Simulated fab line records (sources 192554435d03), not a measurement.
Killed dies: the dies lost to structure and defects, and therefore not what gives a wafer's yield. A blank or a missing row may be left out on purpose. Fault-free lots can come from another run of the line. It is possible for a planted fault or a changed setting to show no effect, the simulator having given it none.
Which tool is to blame? | flow n5Finfet | Sampling: 23 lots, 69 wafers, 6 of 1938 route steps

WHAT THE GAUGES READ, wafer by wafer
N5_FIN_SAQP_CD_MEAS_31 targets a cd of 8 nm. Usual: 8.07 nm for cdNm, sd 0.22.
lot  | measured    | on       | cdNm (nm)      | flag
L074 | day 2 03:03 | cdSem-02 | 8.04 8.27 7.83 | 
L075 | day 2 08:48 | cdSem-02 | 7.96 7.99 8.04 | 
L076 | day 2 13:26 | cdSem-03 | 8.39 7.95 8.04 | 
L077 | day 2 21:41 | cdSem-01 | 8.14 7.90 8.03 | 
L078 | day 3 03:16 | cdSem-01 | 8.11 7.79 8.43 | 
L079 | day 3 12:14 | cdSem-03 | 8.26 8.11 8.07 | 
L080 | day 3 16:22 | cdSem-03 | 8.19 8.06 7.81 | 
L081 | day 3 21:17 | cdSem-02 | 8.30 8.02 8.08 | 
L082 | day 4 03:51 | cdSem-01 | 8.16 7.78 8.65 | 
L083 | day 4 08:41 | cdSem-01 | 7.89 8.03 8.11 | 
L084 | day 4 13:30 | cdSem-03 | 7.78 8.07 8.24 | 
L085 | day 4 22:13 | cdSem-01 | 7.97 7.94 7.98 | 
L086 | day 5 02:59 | cdSem-03 | 8.16 7.80 8.14 | 
L087 | day 5 09:38 | cdSem-03 | 7.89 7.73 7.69 | 
L088 | day 5 14:35 | cdSem-02 | 7.87 7.90 8.25 | 
L089 | day 5 19:08 | cdSem-03 | 7.83 8.00 7.32 | 
L090 | day 6 02:01 | cdSem-03 | 7.99 8.27 8.31 | 
L091 | day 6 07:40 | cdSem-03 | 8.23 8.20 7.98 | 
L093 | day 6 19:58 | cdSem-01 | 7.99 8.11 8.43 | 
L094 | day 7 01:29 | cdSem-01 | 8.38 8.40 8.00 | 
L095 | day 7 07:20 | cdSem-01 | 8.08 7.62 7.67 | 
L096 | day 7 14:43 | cdSem-01 | 8.24 8.17 8.05 | 
L097 | day 7 19:55 | cdSem-01 | 8.68 8.30 8.03 | 

WHICH TOOL RAN EACH LOT (tool, then ch and the chambers of the sampled wafers, then the start)
lot  | N5_PMOS_HMC_CHANNEL_EPI_ETCH_38 | N5_FIN_SAQP_PECVD_47           | N5_FIN_SAQP_ETCH_51              | N5_FIN_SAQP_MANDREL_ETCH_22    | N5_FIN_SAQP_MANDREL2_REMOVE_60
L074 | rieSi-02 ch 0,1,3, day 1 18:04  | pecvd-04 ch 0,1,2, day 1 21:01 | rieDiel-01 ch 0,1,2, day 1 22:08 | rieSi-06 ch 0,1,2, day 1 22:23 | rieSi-04 ch 0,1, day 2 02:56
L075 | rieSi-05 ch 0,1, day 2 01:18    | pecvd-01 ch 0,1, day 2 04:17   | rieDiel-04 ch 2,3, day 2 05:11   | rieSi-06 ch 0,2,3, day 2 05:26 | rieSi-03 ch 1,2, day 2 08:41
L076 | rieSi-01 ch 0,2,3, day 2 05:57  | pecvd-04 ch 1,2, day 2 08:56   | rieDiel-04 ch 0,1, day 2 09:37   | rieSi-04 ch 0,3, day 2 09:52   | rieSi-06 ch 0,2,3, day 2 13:20
L077 | rieSi-01 ch 0,1, day 2 11:37    | pecvd-04 ch 0,1, day 2 15:49   | rieDiel-04 ch 1,3, day 2 17:07   | rieSi-04 ch 0,1, day 2 17:22   | rieSi-04 ch 1,3, day 2 21:34
L078 | rieSi-02 ch 2,3, day 2 17:55    | pecvd-01 ch 0,1, day 2 20:53   | rieDiel-04 ch 1,3, day 2 23:00   | rieSi-06 ch 1,2,3, day 2 23:15 | rieSi-04 ch 1,2, day 3 03:10
L079 | rieSi-05 ch 1,2,3, day 3 03:08  | pecvd-01 ch 0,2, day 3 06:07   | rieDiel-04 ch 1,2, day 3 07:40   | rieSi-06 ch 1,2,3, day 3 07:55 | rieSi-06 ch 0,2,3, day 3 12:07
L080 | rieSi-01 ch 2,3, day 3 07:27    | pecvd-01 ch 0,1,2, day 3 10:35 | rieDiel-01 ch 1,2,3, day 3 12:17 | rieSi-04 ch 0,3, day 3 12:30   | rieSi-04 ch 0,1,3, day 3 16:14
L081 | rieSi-05 ch 2,3, day 3 13:15    | pecvd-01 ch 1,2, day 3 16:14   | rieDiel-04 ch 0,1,2, day 3 17:22 | rieSi-04 ch 0,3, day 3 17:36   | rieSi-03 ch 0,2, day 3 21:10
L082 | rieSi-02 ch 0,1,3, day 3 19:27  | pecvd-01 ch 0,1, day 3 22:43   | rieDiel-04 ch 0,1, day 3 23:30   | rieSi-04 ch 0,2,3, day 3 23:45 | rieSi-03 ch 0,1, day 4 03:44
L083 | rieSi-01 ch 0,1,3, day 4 00:51  | pecvd-02 ch 0,1,2, day 4 04:15 | rieDiel-01 ch 1,2, day 4 05:02   | rieSi-03 ch 0,2,3, day 4 05:17 | rieSi-04 ch 1,3, day 4 08:35
L084 | rieSi-02 ch 1,2,3, day 4 05:43  | pecvd-02 ch 1,2, day 4 09:05   | rieDiel-04 ch 0,1, day 4 09:56   | rieSi-06 ch 1,2, day 4 10:11   | rieSi-04 ch 0,2,3, day 4 13:23
L085 | rieSi-02 ch 0,1,2, day 4 11:56  | pecvd-04 ch 1,2, day 4 14:54   | rieDiel-06 ch 0,1,2, day 4 15:43 | rieSi-03 ch 0,3, day 4 15:58   | rieSi-04 ch 0,3, day 4 22:07
L086 | rieSi-02 ch 1,2,3, day 4 17:26  | pecvd-02 ch 0,1, day 4 22:05   | rieDiel-06 ch 0,1, day 4 23:04   | rieSi-04 ch 0,2,3, day 4 23:19 | rieSi-06 ch 2,3, day 5 02:52
L087 | rieSi-02 ch 1,2,3, day 5 01:58  | pecvd-01 ch 0,2, day 5 05:00   | rieDiel-04 ch 0,1, day 5 05:43   | rieSi-06 ch 0,3, day 5 05:58   | rieSi-06 ch 2,3, day 5 09:32
L088 | rieSi-05 ch 0,1, day 5 06:13    | pecvd-01 ch 0,1,2, day 5 09:23 | rieDiel-01 ch 0,3, day 5 10:02   | rieSi-03 ch 0,1,2, day 5 10:17 | rieSi-03 ch 0,1, day 5 14:29
L089 | rieSi-02 ch 1,2,3, day 5 11:39  | pecvd-04 ch 0,2, day 5 14:39   | rieDiel-04 ch 1,3, day 5 15:26   | rieSi-03 ch 0,1,3, day 5 15:41 | rieSi-06 ch 1,3, day 5 19:02
L090 | rieSi-02 ch 1,2,3, day 5 17:40  | pecvd-01 ch 1,2, day 5 21:08   | rieDiel-04 ch 0,1, day 5 22:14   | rieSi-03 ch 0,1,2, day 5 22:29 | rieSi-03 ch 1,2,3, day 6 01:53
L091 | rieSi-05 ch 1,2,3, day 6 00:10  | pecvd-02 ch 0,1,2, day 6 03:20 | rieDiel-04 ch 0,1,3, day 6 04:00 | rieSi-06 ch 0,1,3, day 6 04:16 | rieSi-03 ch 1,2, day 6 07:34
L093 | rieSi-05 ch 0,1,3, day 6 11:53  | pecvd-02 ch 0,1,2, day 6 15:07 | rieDiel-01 ch 1,2, day 6 15:55   | rieSi-06 ch 0,1, day 6 16:09   | rieSi-03 ch 1,2, day 6 19:51
L094 | rieSi-05 ch 0,1,3, day 6 17:56  | pecvd-01 ch 0,1,2, day 6 20:55 | rieDiel-06 ch 0,2,3, day 6 21:34 | rieSi-06 ch 0,1,2, day 6 21:49 | rieSi-03 ch 0,2,3, day 7 01:23
L095 | rieSi-05 ch 1,2,3, day 6 23:53  | pecvd-04 ch 0,1, day 7 02:51   | rieDiel-04 ch 2,3, day 7 03:38   | rieSi-06 ch 0,1,3, day 7 03:53 | rieSi-06 ch 0,1,2, day 7 07:13
L096 | rieSi-02 ch 0,1,2, day 7 06:45  | pecvd-04 ch 0,1,2, day 7 09:55 | rieDiel-01 ch 0,1,3, day 7 10:41 | rieSi-06 ch 0,1,3, day 7 10:56 | rieSi-03 ch 0,2,3, day 7 14:37
L097 | rieSi-05 ch 1,2,3, day 7 11:56  | pecvd-02 ch 0,1, day 7 15:01   | rieDiel-04 ch 0,1, day 7 15:55   | rieSi-06 ch 0,3, day 7 16:10   | rieSi-03 ch 0,3, day 7 19:48
- N5_PMOS_HMC_CHANNEL_EPI_ETCH_38: etches SiO2 in CF4, target depth 1.5 nm.
- N5_FIN_SAQP_PECVD_47: deposits a-Si from SiH4/He, target thk 45 nm, time 36.3 s.
- N5_FIN_SAQP_ETCH_51: etches SiARC in CF4, target depth 45.5 nm, time 75.8 s.
- N5_FIN_SAQP_MANDREL_ETCH_22: etches a-Si in HBr/Cl2, stops on SiNx, target depth 60 nm, bt time 10 s, time 30 s.
- N5_FIN_SAQP_MANDREL2_REMOVE_60: chemistry HBr/Cl2/O2, target a-Si, stops on SiNx, bt time 10 s.

AS READ BY THE TOOLS THEMSELVES (means over the sampled wafers that have a number; for cases with no such wafer, the mark the record gives instead)
N5_PMOS_HMC_CHANNEL_EPI_ETCH_38. Usual: drypumpMotorCurrentA 5.5 A, standard deviation 0.38; oesProductAu 0.993 a.u., standard deviation 0.02; throttleValvePct 21.66 %, standard deviation 0.25.
lot  | tool     | drypumpMotorCurrentA (A) | oesProductAu (a.u.) | throttleValvePct (%) | flag
L074 | rieSi-02 | 5.2                      | 1.001               | 21.50                | 
L075 | rieSi-05 | 5.5                      | 0.992               | 21.56                | 
L076 | rieSi-01 | 5.6                      | 0.981               | 21.73                | 
L077 | rieSi-01 | 5.9                      | 1.009               | 21.35                | 
L078 | rieSi-02 | 5.4                      | 1.017               | 21.51                | 
L079 | rieSi-05 | 5.6                      | 0.974               | 21.86                | 
L080 | rieSi-01 | 5.9                      | 0.990               | 22.04                | 
L081 | rieSi-05 | 5.8                      | 0.985               | 21.90                | 
L082 | rieSi-02 | 5.2                      | 0.999               | 21.50                | 
L083 | rieSi-01 | 6.1                      | 1.005               | 21.65                | 
L084 | rieSi-02 | 5.4                      | 0.998               | 21.51                | 
L085 | rieSi-02 | 5.3                      | 0.992               | 21.52                | 
L086 | rieSi-02 | 5.3                      | 1.006               | 21.52                | 
L087 | rieSi-02 | 5.3                      | 0.995               | 21.52                | 
L088 | rieSi-05 | 5.5                      | 0.988               | 21.57                | 
L089 | rieSi-02 | 5.3                      | 0.996               | 21.52                | 
L090 | rieSi-02 | 5.3                      | 1.001               | 21.51                | 
L091 | rieSi-05 | 5.6                      | 0.979               | 21.86                | 
L093 | rieSi-05 | 5.5                      | 0.990               | 21.67                | 
L094 | rieSi-05 | 5.6                      | 0.988               | 21.65                | 
L095 | rieSi-05 | 5.6                      | 0.985               | 21.86                | 
L096 | rieSi-02 | 5.3                      | 0.998               | 21.52                | 
L097 | rieSi-05 | 5.6                      | 0.975               | 21.86                | 

N5_FIN_SAQP_PECVD_47. Usual: heaterPowerW 914 W, standard deviation 110; showerheadPlenumPTorr 5.65 Torr, standard deviation 0.076; throttleValvePct 18.1 %, standard deviation 0.85.
lot  | tool     | heaterPowerW (W) | showerheadPlenumPTorr (Torr) | throttleValvePct (%) | flag
L074 | pecvd-04 | 967              | 5.66                         | 18.3                 | 
L075 | pecvd-01 | 1045             | 5.64                         | 17.7                 | 
L076 | pecvd-04 | 894              | 5.65                         | 18.6                 | 
L077 | pecvd-04 | 1057             | 5.69                         | 18.3                 | 
L078 | pecvd-01 | 929              | 5.70                         | 17.9                 | 
L079 | pecvd-01 | 882              | 5.61                         | 16.9                 | 
L080 | pecvd-01 | 935              | 5.62                         | 17.2                 | 
L081 | pecvd-01 | 1012             | 5.56                         | 17.4                 | 
L082 | pecvd-01 | 926              | 5.71                         | 18.0                 | 
L083 | pecvd-02 | 789              | 5.67                         | 18.6                 | 
L084 | pecvd-02 | 803              | 5.66                         | 18.8                 | 
L085 | pecvd-04 | 850              | 5.67                         | 18.2                 | 
L086 | pecvd-02 | 780              | 5.65                         | 19.1                 | 
L087 | pecvd-01 | 884              | 5.68                         | 17.4                 | 
L088 | pecvd-01 | 958              | 5.61                         | 17.4                 | 
L089 | pecvd-04 | 1035             | 5.66                         | 18.8                 | 
L090 | pecvd-01 | 976              | 5.53                         | 16.7                 | 
L091 | pecvd-02 | 814              | 5.66                         | 18.6                 | 
L093 | pecvd-02 | 784              | 5.67                         | 18.8                 | 
L094 | pecvd-01 | 979              | 5.62                         | 17.4                 | 
L095 | pecvd-04 | 920              | 5.69                         | 18.1                 | 
L096 | pecvd-04 | 894              | 5.66                         | 18.4                 | 
L097 | pecvd-02 | 815              | 5.66                         | 19.0                 | 

N5_FIN_SAQP_ETCH_51. Usual: drypumpMotorCurrentA 5.7 A (standard deviation 0.33); etchRfOnTimeS 75.3 s (standard deviation 2.7); mfcArSccm 100.0 sccm (standard deviation 0.32); oesProductAu 0.68 a.u. (standard deviation 0.07); rfVppV 184.4 V (standard deviation 1.1); showerheadPlenumPTorr 2.16 Torr (standard deviation 0.058); throttleValvePct 15.52 % (standard deviation 0.28).
lot  | tool       | drypumpMotorCurrentA (A) | etchRfOnTimeS (s) | mfcArSccm (sccm) | oesProductAu (a.u.) | rfVppV (V) | showerheadPlenumPTorr (Torr) | throttleValvePct (%) | flag
L074 | rieDiel-01 | 5.5                      | 75.8              | 100.4            | 0.63                | 184.1      | 2.16                         | 15.91                | 
L075 | rieDiel-04 | 5.9                      | 74.6              | 99.8             | 0.72                | 183.9      | 2.14                         | 15.28                | 
L076 | rieDiel-04 | 5.7                      | 77.0              | 100.0            | 0.62                | 185.0      | 2.16                         | 15.53                | 
L077 | rieDiel-04 | 5.9                      | 77.4              | 99.9             | 0.69                | 183.5      | 2.11                         | 15.35                | 
L078 | rieDiel-04 | 5.9                      | 77.5              | 100.0            | 0.69                | 183.2      | 2.11                         | 15.34                | 
L079 | rieDiel-04 | 5.4                      | 72.6              | 100.0            | 0.65                | 184.6      | 2.20                         | 15.41                | 
L080 | rieDiel-01 | 5.6                      | 76.5              | 100.2            | 0.68                | 184.8      | 2.15                         | 15.84                | 
L081 | rieDiel-04 | 5.7                      | 74.0              | 99.8             | 0.70                | 185.7      | 2.19                         | 15.36                | 
L082 | rieDiel-04 | 5.9                      | 74.8              | 100.1            | 0.74                | 185.1      | 2.17                         | 15.31                | 
L083 | rieDiel-01 | 5.7                      | 77.2              | 100.3            | 0.63                | 184.3      | 2.16                         | 15.93                | 
L084 | rieDiel-04 | 5.7                      | 75.9              | 99.8             | 0.69                | 184.8      | 2.16                         | 15.43                | 
L085 | rieDiel-06 | 5.8                      | 75.4              | 99.8             | 0.70                | 183.9      | 2.17                         | 15.59                | 
L086 | rieDiel-06 | 5.7                      | 77.3              | 99.7             | 0.70                | 184.9      | 2.14                         | 15.39                | 
L087 | rieDiel-04 | 5.7                      | 75.0              | 100.3            | 0.67                | 184.2      | 2.15                         | 15.44                | 
L088 | rieDiel-01 | 5.4                      | 75.0              | 100.1            | 0.77                | 184.2      | 2.17                         | 15.53                | 
L089 | rieDiel-04 | 5.9                      | 76.7              | 100.3            | 0.67                | 183.4      | 2.10                         | 15.40                | 
L090 | rieDiel-04 | 5.9                      | 74.9              | 99.9             | 0.72                | 184.4      | 2.17                         | 15.33                | 
L091 | rieDiel-04 | 5.9                      | 76.9              | 99.9             | 0.69                | 184.2      | 2.13                         | 15.37                | 
L093 | rieDiel-01 | 5.7                      | 78.1              | 100.3            | 0.61                | 184.3      | 2.16                         | 15.99                | 
L094 | rieDiel-06 | 5.8                      | 74.6              | 100.0            | 0.72                | 183.9      | 2.15                         | 15.44                | 
L095 | rieDiel-04 | 5.7                      | 72.8              | 99.8             | 0.65                | 184.3      | 2.17                         | 15.40                | 
L096 | rieDiel-01 | 5.4                      | 75.1              | 99.9             | 0.71                | 184.5      | 2.19                         | 15.67                | 
L097 | rieDiel-04 | 5.9                      | 75.0              | 100.2            | 0.70                | 184.2      | 2.16                         | 15.36                | 

N5_FIN_SAQP_MANDREL_ETCH_22. Usual: drypumpMotorCurrentA 5.9 A, standard deviation 0.37; mfcCl2Sccm 80.00 sccm, standard deviation 0.24; oesProductAu 0.767 a.u., standard deviation 0.014; throttleValvePct 35.3 %, standard deviation 0.48.
lot  | tool     | drypumpMotorCurrentA (A) | mfcCl2Sccm (sccm) | oesProductAu (a.u.) | throttleValvePct (%) | flag
L074 | rieSi-06 | 5.9                      | 80.12             | 0.753               | 35.3                 | 
L075 | rieSi-06 | 5.8                      | 80.09             | 0.769               | 35.1                 | 
L076 | rieSi-04 | 6.0                      | 80.26             | 0.784               | 35.7                 | 
L077 | rieSi-04 | 5.5                      | 80.19             | 0.779               | 35.3                 | 
L078 | rieSi-06 | 6.0                      | 80.31             | 0.768               | 35.0                 | 
L079 | rieSi-06 | 6.0                      | 80.01             | 0.769               | 35.0                 | 
L080 | rieSi-04 | 6.1                      | 79.95             | 0.775               | 35.7                 | 
L081 | rieSi-04 | 6.2                      | 79.96             | 0.771               | 35.6                 | 
L082 | rieSi-04 | 6.1                      | 80.03             | 0.771               | 35.6                 | 
L083 | rieSi-03 | 5.4                      | 80.09             | 0.761               | 35.7                 | 
L084 | rieSi-06 | 6.0                      | 79.94             | 0.766               | 35.4                 | 
L085 | rieSi-03 | 5.3                      | 80.06             | 0.751               | 35.7                 | 
L086 | rieSi-04 | 6.2                      | 80.06             | 0.786               | 35.6                 | 
L087 | rieSi-06 | 5.8                      | 79.94             | 0.767               | 34.7                 | 
L088 | rieSi-03 | 5.7                      | 80.00             | 0.763               | 35.7                 | 
L089 | rieSi-03 | 5.7                      | 79.85             | 0.764               | 35.5                 | 
L090 | rieSi-03 | 5.7                      | 79.60             | 0.772               | 35.7                 | 
L091 | rieSi-06 | 5.9                      | 79.70             | 0.765               | 34.8                 | 
L093 | rieSi-06 | 6.0                      | 80.21             | 0.755               | 34.9                 | 
L094 | rieSi-06 | 5.9                      | 79.87             | 0.759               | 35.2                 | 
L095 | rieSi-06 | 5.9                      | 79.89             | 0.759               | 34.8                 | 
L096 | rieSi-06 | 5.9                      | 80.02             | 0.755               | 34.8                 | 
L097 | rieSi-06 | 5.9                      | 79.87             | 0.772               | 34.7                 | 

N5_FIN_SAQP_MANDREL2_REMOVE_60. Usual: O2_flow_sccm 5.002 sccm, standard deviation 0.015; drypumpMotorCurrentA 5.8 A, standard deviation 0.45; mfcCl2Sccm 79.98 sccm, standard deviation 0.24; oesProductAu 0.997 a.u., standard deviation 0.017; throttleValvePct 36.8 %, standard deviation 0.42.
lot  | tool     | O2_flow_sccm (sccm) | drypumpMotorCurrentA (A) | mfcCl2Sccm (sccm) | oesProductAu (a.u.) | throttleValvePct (%) | flag
L074 | rieSi-04 | 5.007               | 6.0                      | 79.80             | 1.013               | 36.8                 | 
L075 | rieSi-03 | 4.993               | 6.2                      | 79.87             | 0.997               | 36.8                 | 
L076 | rieSi-06 | 4.995               | 5.8                      | 79.96             | 0.986               | 36.5                 | 
L077 | rieSi-04 | 5.003               | 5.6                      | 79.96             | 1.017               | 37.0                 | 
L078 | rieSi-04 | 5.028               | 5.8                      | 80.10             | 1.020               | 36.8                 | 
L079 | rieSi-06 | 5.003               | 5.8                      | 80.08             | 0.995               | 36.5                 | 
L080 | rieSi-04 | 4.998               | 5.8                      | 79.77             | 1.002               | 36.9                 | 
L081 | rieSi-03 | 4.988               | 5.2                      | 79.71             | 0.977               | 37.3                 | 
L082 | rieSi-03 | 5.019               | 5.6                      | 80.21             | 0.985               | 37.1                 | 
L083 | rieSi-04 | 5.000               | 5.6                      | 79.93             | 1.010               | 37.0                 | 
L084 | rieSi-04 | 5.000               | 6.1                      | 80.16             | 1.011               | 37.0                 | 
L085 | rieSi-04 | 5.006               | 6.2                      | 80.17             | 1.010               | 37.0                 | 
L086 | rieSi-06 | 4.999               | 6.0                      | 80.12             | 1.008               | 36.6                 | 
L087 | rieSi-06 | 5.013               | 5.9                      | 80.05             | 0.999               | 36.2                 | 
L088 | rieSi-03 | 4.988               | 6.0                      | 80.00             | 0.988               | 36.8                 | 
L089 | rieSi-06 | 4.999               | 6.0                      | 80.24             | 0.991               | 35.8                 | 
L090 | rieSi-03 | 4.990               | 5.9                      | 80.00             | 0.998               | 36.8                 | 
L091 | rieSi-03 | 5.010               | 6.2                      | 79.77             | 0.997               | 36.8                 | 
L093 | rieSi-03 | 5.001               | 5.8                      | 79.92             | 1.004               | 37.1                 | 
L094 | rieSi-03 | 5.002               | 5.4                      | 80.08             | 0.991               | 37.1                 | 
L095 | rieSi-06 | 4.999               | 5.9                      | 79.90             | 0.985               | 36.6                 | 
L096 | rieSi-03 | 5.003               | 5.4                      | 80.01             | 0.990               | 37.1                 | 
L097 | rieSi-03 | 4.991               | 5.3                      | 80.15             | 0.980               | 37.1                 | 

THE ANSWER, worked out from the rows above alone
Rule: take the mean of a lot's wafers that have a number; if it is more than 3 standard deviations from the usual mean, the lot is off. A lot without any number at a reading at which 4 lots or more have one is off too. The other lots that the step has rows for count as sound. Order of review: gauges by route order, followed by the tools' own readings, for which a lot's mean as printed above is used. The first step at which some lot is off is used, and at that step the reading that is off furthest; a lot without a number counts as furthest.
Nothing can be told from this: no lot is off at any reading shown.

WHAT WAS PUT IN BY THE SIMULATOR
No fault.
